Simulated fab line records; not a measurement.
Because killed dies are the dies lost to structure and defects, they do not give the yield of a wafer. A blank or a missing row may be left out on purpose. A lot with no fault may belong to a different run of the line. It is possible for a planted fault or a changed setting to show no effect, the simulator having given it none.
fab line records | flow n5Finfet
[record] lots = 6 | wafers = 18 | lastDay = 17
route steps=1938 shown BEOL_M15@1788 PASSIVATION@1936
lots untouched by any fault: they come from a run of this same line in which no faults occurred
startH: the number of hours between the record's first day and the start of the first shown wafer of the lot | waitH: time in hours since the lot's previous step | " unchanged from the row above | L1.1+2: several wafers, shown together as one row | - either no value or no given start | * or withheld: withheld | < > ~ a bound
route shown NAME@n: NAME is a module with steps in the file, n the number in the route of the first one | usual: average and standard deviation across the fault-free wafers | same: alike in all rows | chamber/n: place in a boat | sites: readings site by site | _std_site: standard deviation of those values | _edge_site: mean of outer sites minus mean of inner sites | radiusMm: for every site, how far away it sits from the centre of the wafer | mask NAME#n: copy n | behind: the last tool/chamber to shape the wafer | hold: the reason the lot was held/the length of the hold in hours/how it ended | device: which transistor (n, p or np) failed to switch | end of line: the tests these same wafers got at the end of their route | for a step that has no rows: nothing shown but its recipe | killed: dies lost to structure and defects at the first sort, not the wafer's yield | map: shows each die of a wafer: x if killed, . if not, _ if none is there
set.NAME: the run value of the setting; set.NAME@STEP: its run value at that earlier step | model.NAME: the simulator's own value behind a step, which no gauge read
lots at selected steps of the route; one table per step, one row per wafer
services: when a tool's chamber went out of use (startH, in hours from the record's first day, below 0 if earlier), for how many hours, and the reason
[[steps]]
[step N5_BEOL_M15_VIA_ETCH_16]
[recipe] chemistry = C4F8/O2/Ar | target = SiO2 | heInnerTorr = 15 | heOuterTorr = 30 | targetDepthA = 17922 | timeS = withheld | ionEnergyEv = 800 | pressureMtorr = 20 | sourceW = 1905 | biasW = 2040 | Ar_flow_sccm = 400 | C4F8_flow_sccm = 16 | O2_flow_sccm = 12 | ends = cleared
[usual] drypumpMotorCurrentA = 5.5/0.41 | oes_ar_750_au = 0.79/0.065 | oes_f_703_au = 0.79/0.065 | oesProductAu = 0.70/0.059 | rfVppV = 2199/60 | showerheadPlenumPTorr = 3.45/0.1 | throttleValvePct = 30.82/0.22
lot.wafer | tool       | chamber | startH | waitH | drypumpMotorCurrentA | oes_ar_750_au | oes_f_703_au | oesProductAu | rfVppV | showerheadPlenumPTorr | throttleValvePct
L127.3    | rieDiel-02 | 1       | 234.50 | 0.0   | 6.1                  | 0.77          | 0.77         | 0.68         | 2121   | 3.32                  | 30.64
L127.5    | "          | 0       | "      | "     | 5.0                  | 0.74          | 0.72         | 0.65         | 2283   | 3.44                  | 31.00
L127.6    | "          | 3       | "      | "     | 5.5                  | 0.74          | 0.74         | 0.65         | 2163   | 3.56                  | 30.80
L130.3    | rieDiel-02 | 1       | 264.35 | 0.0   | 6.0                  | 0.76          | 0.76         | 0.69         | 2118   | 3.32                  | 30.67
L130.4    | "          | 3       | "      | "     | 5.5                  | 0.73          | 0.74         | 0.66         | 2163   | 3.56                  | 30.82
L130.6    | "          | 1       | "      | "     | 6.0                  | 0.75          | 0.76         | 0.68         | 2120   | 3.32                  | 30.69
L138.2    | rieDiel-06 | 2       | 308.24 | 0.0   | 5.4                  | 0.79          | 0.82         | 0.71         | 2178   | 3.58                  | 30.73
L138.4    | "          | 0       | "      | "     | 5.6                  | 0.87          | 0.86         | 0.78         | 2244   | 3.49                  | 30.75
L138.6    | "          | 0       | "      | "     | 5.6                  | 0.87          | 0.86         | 0.79         | 2246   | 3.49                  | 30.75
L139.2    | rieDiel-05 | 3       | 308.68 | 0.0   | 5.2                  | 0.80          | 0.79         | 0.73         | 2261   | 3.47                  | 30.86
L139.3    | "          | 0       | "      | "     | 6.0                  | 0.80          | 0.81         | 0.72         | 2234   | 3.45                  | 30.67
L139.6    | "          | 1       | "      | "     | 5.9                  | 0.84          | 0.84         | 0.75         | 2171   | 3.51                  | 31.40
L140.2    | rieDiel-06 | 1       | 329.60 | 0.0   | 4.7                  | 0.89          | 0.91         | 0.81         | 2111   | 3.37                  | 30.48
L140.3    | "          | 0       | "      | "     | 5.6                  | 0.85          | 0.85         | 0.78         | 2246   | 3.49                  | 30.77
L140.6    | "          | 3       | "      | "     | 5.9                  | 0.76          | 0.77         | 0.68         | 2124   | 3.18                  | 30.66
L150.1    | rieDiel-05 | 2       | 391.28 | 0.0   | 5.1                  | 0.77          | 0.77         | 0.70         | 2265   | 3.56                  | 30.74
L150.5    | "          | 3       | "      | "     | 5.2                  | 0.77          | 0.77         | 0.70         | 2259   | 3.46                  | 30.88
L150.6    | "          | 2       | "      | "     | 5.1                  | 0.76          | 0.78         | 0.70         | 2265   | 3.56                  | 30.77
[step N5_BEOL_M15_STRIP_63]
[recipe] chemistry = O2 | powerW = 600 | tempC = 60 | pressureMtorr = 30 | rfFrequencyHz = 6e+07 | biasPowerW = 0 | overashFraction = 0.3 | o2FlowSccm = 225
[usual] drypumpMotorCurrentA = 5.5/0.4 | o2FlowSccm = 225.0/0.63 | oesProductAu = 0.78/0.064 | rfVppV = 3.5/0.66 | showerheadPlenumPTorr = 2.10/0.077 | throttleValvePct = 16.61/0.16
lot.wafer | tool       | chamber | startH | waitH | drypumpMotorCurrentA | o2FlowSccm | oesProductAu | rfHoursCounterH | rfVppV | showerheadPlenumPTorr | throttleValvePct
L127.3    | rieDiel-02 | 1       | -      | -     | 6.0                  | 225.7      | 0.76         | 163             | 1.8    | 1.99                  | 16.33
L127.5    | "          | 0       | "      | "     | 5.0                  | 224.8      | 0.73         | -               | 3.4    | 2.10                  | 16.74
L127.6    | "          | 3       | "      | "     | 5.5                  | 224.7      | 0.74         | -               | 2.9    | 2.17                  | 16.66
L130.3    | rieDiel-02 | 1       | -      | -     | 6.0                  | 224.9      | 0.76         | 172             | 3.2    | 1.99                  | 16.36
L130.4    | "          | 3       | "      | "     | 5.5                  | 225.0      | 0.72         | 175             | 3.7    | 2.16                  | 16.68
L130.6    | "          | 1       | "      | "     | 6.0                  | 225.2      | 0.76         | -               | 3.6    | 1.99                  | 16.36
L138.2    | rieDiel-06 | 2       | -      | -     | 5.4                  | 224.9      | 0.79         | 131             | 2.7    | 2.22                  | 16.75
L138.4    | "          | 0       | "      | "     | 5.7                  | 224.4      | 0.88         | 56              | 4.0    | 2.11                  | 16.35
L138.6    | "          | 0       | "      | "     | 5.6                  | 225.1      | 0.87         | -               | 2.7    | 2.11                  | 16.38
L139.2    | rieDiel-05 | 3       | -      | -     | 5.2                  | 225.1      | 0.78         | 86              | 2.8    | 2.13                  | 16.67
L139.3    | "          | 0       | "      | "     | 6.1                  | 225.1      | 0.79         | 109             | 4.3    | 2.10                  | 16.57
L139.6    | "          | 1       | "      | "     | 5.8                  | 225.2      | 0.83         | -               | 4.5    | 2.14                  | 16.74
L140.2    | rieDiel-06 | 1       | -      | -     | 4.7                  | 225.0      | 0.89         | 21              | 3.3    | 2.06                  | 16.41
L140.3    | "          | 0       | "      | "     | 5.7                  | 225.4      | 0.86         | 61              | 3.4    | 2.11                  | 16.37
L140.6    | "          | 3       | "      | "     | 5.9                  | 225.4      | 0.75         | -               | 2.8    | 1.91                  | 16.42
L150.1    | rieDiel-05 | 2       | -      | -     | 5.1                  | 225.2      | 0.75         | 129             | 3.6    | 2.20                  | 16.62
L150.5    | "          | 3       | "      | "     | 5.2                  | 225.5      | 0.75         | -               | 2.9    | 2.12                  | 16.70
L150.6    | "          | 2       | "      | "     | 5.1                  | 225.5      | 0.76         | -               | 3.0    | 2.20                  | 16.65
[step N5_BEOL_M15_STRIP_64]
[recipe] chemistry = O2 | powerW = 600 | tempC = 60 | pressureMtorr = 30 | rfFrequencyHz = 6e+07 | biasPowerW = 0 | overashFraction = 0.3 | o2FlowSccm = 225
[usual] drypumpMotorCurrentA = 5.5/0.41 | o2FlowSccm = 225.1/0.67 | oesProductAu = 0.78/0.064 | rfVppV = 3.6/0.49 | showerheadPlenumPTorr = 2.10/0.077 | throttleValvePct = 16.61/0.16
lot.wafer | tool       | chamber | startH | waitH | drypumpMotorCurrentA | o2FlowSccm | oesProductAu | rfHoursCounterH | rfVppV | showerheadPlenumPTorr | throttleValvePct
L127.3    | rieDiel-02 | 1       | -      | -     | 6.0                  | 225.5      | 0.76         | 163             | 3.4    | 1.99                  | 16.35
L127.5    | "          | 0       | "      | "     | 5.1                  | 225.5      | 0.73         | -               | 4.5    | 2.10                  | 16.77
L127.6    | "          | 3       | "      | "     | 5.4                  | 225.1      | 0.74         | -               | 3.1    | 2.17                  | 16.64
L130.3    | rieDiel-02 | 1       | -      | -     | 6.0                  | 223.9      | 0.76         | 172             | 3.6    | 1.99                  | 16.37
L130.4    | "          | 3       | "      | "     | 5.4                  | 225.7      | 0.73         | 175             | 3.4    | 2.16                  | 16.66
L130.6    | "          | 1       | "      | "     | 6.0                  | 224.1      | 0.76         | -               | 3.9    | 1.99                  | 16.35
L138.2    | rieDiel-06 | 2       | -      | -     | 5.4                  | 225.5      | 0.80         | 131             | 4.1    | 2.22                  | 16.75
L138.4    | "          | 0       | "      | "     | 5.6                  | 225.6      | 0.88         | 56              | 3.8    | 2.11                  | 16.36
L138.6    | "          | 0       | "      | "     | 5.6                  | 224.7      | 0.88         | -               | 3.3    | 2.11                  | 16.37
L139.2    | rieDiel-05 | 3       | -      | -     | 5.2                  | 225.0      | 0.80         | 86              | 3.6    | 2.13                  | 16.64
L139.3    | "          | 0       | "      | "     | 6.0                  | 224.5      | 0.80         | 109             | 4.1    | 2.10                  | 16.62
L139.6    | "          | 1       | "      | "     | 5.8                  | 224.1      | 0.83         | -               | 3.2    | 2.14                  | 16.77
L140.2    | rieDiel-06 | 1       | -      | -     | 4.7                  | 225.2      | 0.89         | 21              | 2.9    | 2.06                  | 16.41
L140.3    | "          | 0       | "      | "     | 5.6                  | 225.3      | 0.86         | 61              | 4.0    | 2.11                  | 16.37
L140.6    | "          | 3       | "      | "     | 5.9                  | 225.4      | 0.75         | -               | 3.8    | 1.91                  | 16.42
L150.1    | rieDiel-05 | 2       | -      | -     | 5.1                  | 225.0      | 0.77         | 129             | 3.4    | 2.20                  | 16.62
L150.5    | "          | 3       | "      | "     | 5.2                  | 225.1      | 0.77         | -               | 3.4    | 2.12                  | 16.70
L150.6    | "          | 2       | "      | "     | 5.1                  | 225.0      | 0.76         | -               | 3.1    | 2.20                  | 16.62
[step N5_BEOL_M15_STRIP_65]
[recipe] chemistry = postEtchResidueRemover | timeS = 60 | tempC = 25 | removerPh = withheld | removerWaterWtPct = withheld | removerFluorideWtPct = withheld
[step N5_BEOL_M15_SRD_66]
[recipe] timeS = 30 | tempC = 23 | rinseLiquid = diw | dry = n2Spin | spinRpm = 1500 | dryTimeS = 30
[step N5_BEOL_M15_CD_MEAS_17]
[recipe] targetCdNm = 360 | polarity = opening
[usual] cdNm = 359.9/2.9
lot.wafer | tool     | chamber | startH | waitH | cdNm
L127.3    | cdSem-01 | -       | 234.92 | 0.0   | 355.7
L127.5    | "        | -       | "      | "     | 359.8
L127.6    | "        | -       | "      | "     | 356.6
L130.3    | cdSem-03 | -       | 264.76 | 0.0   | 356.1
L130.4    | "        | -       | "      | "     | 359.2
L130.6    | "        | -       | "      | "     | 357.3
L138.2    | cdSem-03 | -       | 308.65 | 0.0   | 361.2
L138.4    | "        | -       | "      | "     | 356.8
L138.6    | "        | -       | "      | "     | 358.5
L139.2    | cdSem-01 | -       | 309.13 | 0.0   | 356.5
L139.3    | "        | -       | "      | "     | 357.6
L139.6    | "        | -       | "      | "     | 357.1
L140.2    | cdSem-03 | -       | 330.01 | 0.0   | 361.4
L140.3    | "        | -       | "      | "     | 359.0
L140.6    | "        | -       | "      | "     | 361.0
L150.1    | cdSem-02 | -       | 391.69 | 0.0   | 361.7
L150.5    | "        | -       | "      | "     | 362.4
L150.6    | "        | -       | "      | "     | 360.2
[step N5_BEOL_M15_COAT_56]
[recipe] resist = SOC | tempC = 250 | timeS = 60 | spinRpm = 1500 | resistThkNm = 550
[step N5_BEOL_M15_ETCH_57]
[recipe] chemistry = N2/H2 | target = SOC | sourceW = 3000 | biasW = 350 | timeS = 750 | ionEnergyEv = 200 | pressureMtorr = 30 | n2FlowSccm = 200 | h2FlowSccm = 200
[usual] drypumpMotorCurrentA = 5.5/0.41 | h2FlowSccm = 200.0/0.59 | n2FlowSccm = 199.9/0.62 | oesProductAu = 0.77/0.064 | rfVppV = 523.7/2.8 | showerheadPlenumPTorr = 2.53/0.11 | throttleValvePct = 17.69/0.23
lot.wafer | tool       | chamber | startH | waitH | drypumpMotorCurrentA | h2FlowSccm | n2FlowSccm | oesProductAu | rfHoursCounterH | rfVppV | showerheadPlenumPTorr | throttleValvePct
L127.3    | rieDiel-02 | 2       | 235.12 | -     | 5.9                  | 199.6      | 200.8      | 0.71         | 216             | 522.8  | 2.50                  | 17.89
L127.5    | "          | 2       | "      | "     | 5.9                  | 200.0      | 200.7      | 0.71         | -               | 523.8  | 2.50                  | 17.89
L127.6    | "          | 1       | "      | "     | 6.0                  | 201.3      | 200.8      | 0.76         | -               | 521.8  | 2.42                  | 17.43
L130.3    | rieDiel-06 | 1       | 264.87 | -     | 4.7                  | 201.4      | 200.8      | 0.97         | 2               | 521.2  | 2.48                  | 17.31
L130.4    | "          | 0       | "      | "     | 5.7                  | 200.4      | 199.8      | 0.88         | 42              | 524.2  | 2.59                  | 17.51
L130.6    | "          | 1       | "      | "     | 4.7                  | 200.5      | 200.1      | 0.98         | -               | 521.8  | 2.48                  | 17.31
L138.2    | rieDiel-02 | 0       | 308.75 | -     | 5.1                  | 200.1      | 199.5      | 0.71         | 209             | 523.5  | 2.50                  | 17.68
L138.4    | "          | 3       | "      | "     | 5.5                  | 200.4      | 199.7      | 0.72         | 188             | 525.7  | 2.65                  | 18.04
L138.6    | "          | 3       | "      | "     | 5.5                  | 200.1      | 199.7      | 0.71         | -               | 526.8  | 2.65                  | 18.03
L139.2    | rieDiel-02 | 2       | 309.23 | -     | 5.9                  | 200.0      | 199.6      | 0.69         | 241             | 522.8  | 2.49                  | 17.91
L139.3    | "          | 3       | "      | "     | 5.5                  | 199.0      | 199.7      | 0.72         | 188             | 525.6  | 2.65                  | 18.05
L139.6    | "          | 3       | "      | "     | 5.5                  | 198.8      | 199.3      | 0.71         | -               | 526.3  | 2.65                  | 18.06
L140.2    | rieDiel-05 | 2       | 330.11 | -     | 5.1                  | 201.0      | 199.6      | 0.79         | 111             | 527.5  | 2.68                  | 17.74
L140.3    | "          | 1       | "      | "     | 5.8                  | 201.2      | 199.8      | 0.82         | 86              | 524.2  | 2.59                  | 18.07
L140.6    | "          | 2       | "      | "     | 5.1                  | 200.7      | 199.5      | 0.80         | -               | 528.5  | 2.68                  | 17.74
L150.1    | rieDiel-06 | 2       | 391.80 | -     | 5.4                  | 201.1      | 201.4      | 0.75         | 159             | 526.4  | 2.64                  | 17.74
L150.5    | "          | 3       | "      | "     | 5.9                  | 200.4      | 199.3      | 0.73         | -               | 517.3  | 2.31                  | 17.47
L150.6    | "          | 0       | "      | "     | 5.7                  | 200.6      | 201.2      | 0.83         | -               | 526.4  | 2.57                  | 17.55
[step N5_BEOL_M15_COAT_60]
[recipe] resist = BARC | tempC = 205 | timeS = 60 | spinRpm = 1500 | resistThkNm = 89
[step N5_BEOL_M15_COAT_22]
[recipe] spinRpm = 1704 | resistThkNm = 800
[step N5_BEOL_M15_EBR_24]
[recipe] solvent = PGMEA | ebrWidthMm = 1.5
[step N5_BEOL_M15_SOFTBAKE_23]
[recipe] tempC = 130 | timeS = 60
[step N5_BEOL_M15_EXPOSE_25]
[recipe] maskId = M15 | na = 0.8 | sourceShape = annular | sigmaInner = 0.5 | sigmaOuter = 0.8 | polarization = unpolarized | targetCdNm = 400 | doseMj = 35.5
[usual] stageVelMmS = 499.99/0.23
lot.wafer | tool          | chamber | startH | waitH | mask  | stageVelMmS | model.BEOL_M15.overlayXNm
L127.3    | krfScanner-02 | 0       | 235.73 | -     | M15#0 | 499.44      | 0.2
L127.5    | "             | 0       | "      | "     | M15#0 | 499.76      | 0.2
L127.6    | "             | 0       | "      | "     | M15#0 | 500.05      | 0.2
L130.3    | krfScanner-02 | 0       | 265.61 | -     | M15#0 | 499.48      | -0.2
L130.4    | "             | 0       | "      | "     | M15#0 | 499.97      | -0.2
L130.6    | "             | 0       | "      | "     | M15#0 | 499.68      | -0.2
L138.2    | krfScanner-02 | 0       | 309.36 | -     | M15#0 | 499.89      | 50.6
L138.4    | "             | 0       | "      | "     | M15#0 | 500.27      | 50.6
L138.6    | "             | 0       | "      | "     | M15#0 | 499.79      | 50.6
L139.2    | krfScanner-02 | 0       | 309.84 | -     | M15#0 | 500.06      | 52.6
L139.3    | "             | 0       | "      | "     | M15#0 | 499.79      | 52.6
L139.6    | "             | 0       | "      | "     | M15#0 | 499.84      | 52.6
L140.2    | krfScanner-01 | 0       | 330.84 | -     | M15#0 | 499.80      | 0.6
L140.3    | "             | 0       | "      | "     | M15#0 | 500.39      | 0.6
L140.6    | "             | 0       | "      | "     | M15#0 | 499.97      | 0.6
L150.1    | krfScanner-01 | 0       | 392.40 | -     | M15#0 | 499.99      | -1
L150.5    | "             | 0       | "      | "     | M15#0 | 500.55      | -1
L150.6    | "             | 0       | "      | "     | M15#0 | 500.05      | -1
[step N5_BEOL_M15_PEB_26]
[recipe] pebTempC = 130 | pebTimeS = 90
[step N5_BEOL_M15_DEVELOP_27]
[recipe] developTimeS = 45 | rinseLiquid = diw | dry = airSpin | devTempC = 21
[step N5_BEOL_M15_HARDBAKE_32]
[recipe] tempC = 130 | timeS = 120
[step N5_BEOL_M15_CD_MEAS_28]
[recipe] targetCdNm = 407.6 | landingEnergyEv = 500 | detector = seInlens
[usual] cdNm = 406.5/2
lot.wafer | tool     | chamber | startH | waitH | cdNm
L127.3    | cdSem-02 | 0       | 235.90 | -     | 406.3
L127.5    | "        | 0       | "      | "     | 407.5
L127.6    | "        | 0       | "      | "     | 405.7
L130.3    | cdSem-02 | 0       | 265.77 | -     | 407.7
L130.4    | "        | 0       | "      | "     | 405.1
L130.6    | "        | 0       | "      | "     | 409.2
L138.2    | cdSem-02 | 0       | 309.53 | -     | 407.2
L138.4    | "        | 0       | "      | "     | 409.1
L138.6    | "        | 0       | "      | "     | 406.7
L139.2    | cdSem-02 | 0       | 310.00 | -     | 405.0
L139.3    | "        | 0       | "      | "     | 404.3
L139.6    | "        | 0       | "      | "     | 405.7
L140.2    | cdSem-01 | 0       | 331.01 | -     | 404.8
L140.3    | "        | 0       | "      | "     | 406.2
L140.6    | "        | 0       | "      | "     | 405.8
L150.1    | cdSem-03 | 0       | 392.57 | -     | 407.5
L150.5    | "        | 0       | "      | "     | 407.2
L150.6    | "        | 0       | "      | "     | 406.9
[step N5_BEOL_M15_OVL_MEAS_29]
[recipe] pointsPerWafer = 44
[usual] M15_OVL = 2/5.3
lot.wafer | tool       | chamber | startH | waitH | M15_OVL[nm]
L127.3    | overlay-02 | 0       | 235.92 | 0.0   | -1
L127.5    | "          | 0       | "      | "     | -2
L127.6    | "          | 0       | "      | "     | -5
L130.3    | overlay-01 | 0       | 265.80 | 0.0   | 5
L130.4    | "          | 0       | "      | "     | 0
L130.6    | "          | 0       | "      | "     | 0
L138.2    | overlay-02 | 0       | 309.55 | 0.0   | 49
L138.4    | "          | 0       | "      | "     | 53
L138.6    | "          | 0       | "      | "     | 48
L139.2    | overlay-02 | 0       | 310.03 | 0.0   | 58
L139.3    | "          | 0       | "      | "     | 52
L139.6    | "          | 0       | "      | "     | 61
L140.2    | overlay-02 | 0       | 331.04 | 0.0   | 4
L140.3    | "          | 0       | "      | "     | 3
L140.6    | "          | 0       | "      | "     | 1
L150.1    | overlay-01 | 0       | 392.60 | 0.0   | 7
L150.5    | "          | 0       | "      | "     | 5
L150.6    | "          | 0       | "      | "     | 3
[step N5_BEOL_M15_INSPECT_30]
[recipe] mode = adi | inspectInstrument = macro
[usual] rawDefectCount = 2.2/1.6
lot.wafer | tool             | chamber | startH | waitH | rawDefectCount
L127.3    | defectInspect-02 | -       | 235.95 | 0.0   | 1
L127.5    | "                | -       | "      | "     | 0
L127.6    | "                | -       | "      | "     | 1
L130.3    | defectInspect-01 | -       | 265.82 | 0.0   | 1
L130.4    | "                | -       | "      | "     | 1
L130.6    | "                | -       | "      | "     | 3
L138.2    | defectInspect-01 | -       | 309.58 | 0.0   | 2
L138.4    | "                | -       | "      | "     | 2
L138.6    | "                | -       | "      | "     | 2
L139.2    | defectInspect-02 | -       | 310.06 | 0.0   | 2
L139.3    | "                | -       | "      | "     | 2
L139.6    | "                | -       | "      | "     | 1
L140.2    | defectInspect-01 | -       | 331.07 | 0.0   | 2
L140.3    | "                | -       | "      | "     | 1
L140.6    | "                | -       | "      | "     | 3
L150.1    | defectInspect-02 | -       | 392.62 | 0.0   | 1
L150.5    | "                | -       | "      | "     | 0
L150.6    | "                | -       | "      | "     | 3
[step N5_PASSIVATION_PROBE_49]
[usual] defectLimitedYield = 91.4/1.6 | killed_at_M0_to_M3 = 31/11 | killed_at_M4_up = 14/5.7 | killedAtContacts = 12/6 | killedAtFrontEnd = 41/13 | killedAtOther = 3.3/2.8 | killedDies = 101/19 | killedOpen = 67/14 | killedShort = 33/8.2 | sort_bin_4_leakage = 0.0/0.37 | sort_bin_5_function = 5.0/1.1 | sort_bin_6_memory = 3.3/0.74 | sortNPass = 1078/20 | sortYieldPct = 91.3/1.7
[same] grossDies = 1180 | killedAtBackSide = 0 | sort_bin_8_speed[%] = 0
lot.wafer | tool      | chamber | startH | waitH | defectLimitedYield[%] | killed_at_M0_to_M3 | killed_at_M4_up | killedAtContacts | killedAtFrontEnd | killedAtOther | killedDies | killedOpen | killedShort | sort_bin_4_leakage[%] | sort_bin_5_function[%] | sort_bin_6_memory[%] | sortNPass | sortYieldPct[%]
L140.2    | prober-01 | -       | 354.82 | 0.1   | 90.3                  | 32                 | 22              | 13               | 44               | 4             | 115        | 89         | 25          | 0                     | 6.1                    | 3.3                  | 1065      | 90.3
// killed by level:class
L140.2 STI_FIN_REVEAL:geometricParticle:open=26 BEOL_M4:geometricParticle:open=11 MOL_CONTACT_COAG:geometricParticle:open=10 BEOL_M3:geometricParticle:open=9 BEOL_M0_SAQP:geometricParticle:open=6 BEOL_M1:geometricParticle:open=6 FIN_SAQP:geometricParticle:short=5 DUMMY_GATE:geometricParticle:open=4
[[services]]
tool          | chamber | startH | hours | kind
rieDiel-05    | 0       | 221.63 | 2.8   | repair
krfScanner-01 | -       | 234.47 | 1.0   | pm
rieDiel-06    | 1       | 237.52 | -     | clean
rieDiel-06    | 3       | 272.94 | 8.2   | repair
krfScanner-01 | -       | 283.01 | 0.5   | repair
krfScanner-01 | -       | 287.91 | 1.1   | repair
rieDiel-05    | 2       | 292.50 | 6.9   | repair
krfScanner-01 | -       | 298.84 | 0.8   | pm
krfScanner-02 | -       | 319.52 | 1.0   | pm
krfScanner-02 | -       | 326.89 | 2.3   | repair
rieDiel-06    | 3       | 335.24 | 4.3   | repair
krfScanner-01 | -       | 337.61 | 4.4   | pm
rieDiel-02    | 2       | 345.20 | -     | clean
rieDiel-02    | 2       | 345.20 | -     | consumableReplace:focusRing
rieDiel-02    | 2       | 345.20 | 14.0  | scheduledDown
rieDiel-02    | 2       | 345.20 | 14.0  | ventCycle
rieDiel-06    | 1       | 347.84 | 8.6   | repair
krfScanner-02 | -       | 353.37 | 0.8   | pm
krfScanner-02 | -       | 358.37 | 1.3   | pm
rieDiel-06    | -       | 358.55 | 0.9   | repair
rieDiel-05    | 1       | 359.64 | 5.6   | repair
rieDiel-05    | -       | 365.21 | 1.2   | repair
krfScanner-01 | -       | 371.46 | 1.3   | pm
krfScanner-01 | -       | 385.08 | 3.6   | pm
[[key]]
[firstSign] step = N5_BEOL_M15_OVL_MEAS_29 | reading = M15_OVL | direction = up | sigmas = 9.6 | usual = 2 | struck = 53
effect none on later readings
[modelEffect] step = N5_BEOL_M15_EXPOSE_25 | value = BEOL_M15.overlayXNm | without = -6 | struck = 51.6
metAt N5_BEOL_M15_EXPOSE_25
struckWafers L138.2,L138.4,L138.6,L139.2,L139.3,L139.6
onsetBetween 265.61 309.36
alsoFits N5_BEOL_M15_ETCH_57:rieDiel-02
[fault] kind = scannerMatchingOverlay | tool = krfScanner-02 | chamber = - | onsetH = 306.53 | steps = N5_BEOL_M15_EXPOSE_25 | offset = 57.525
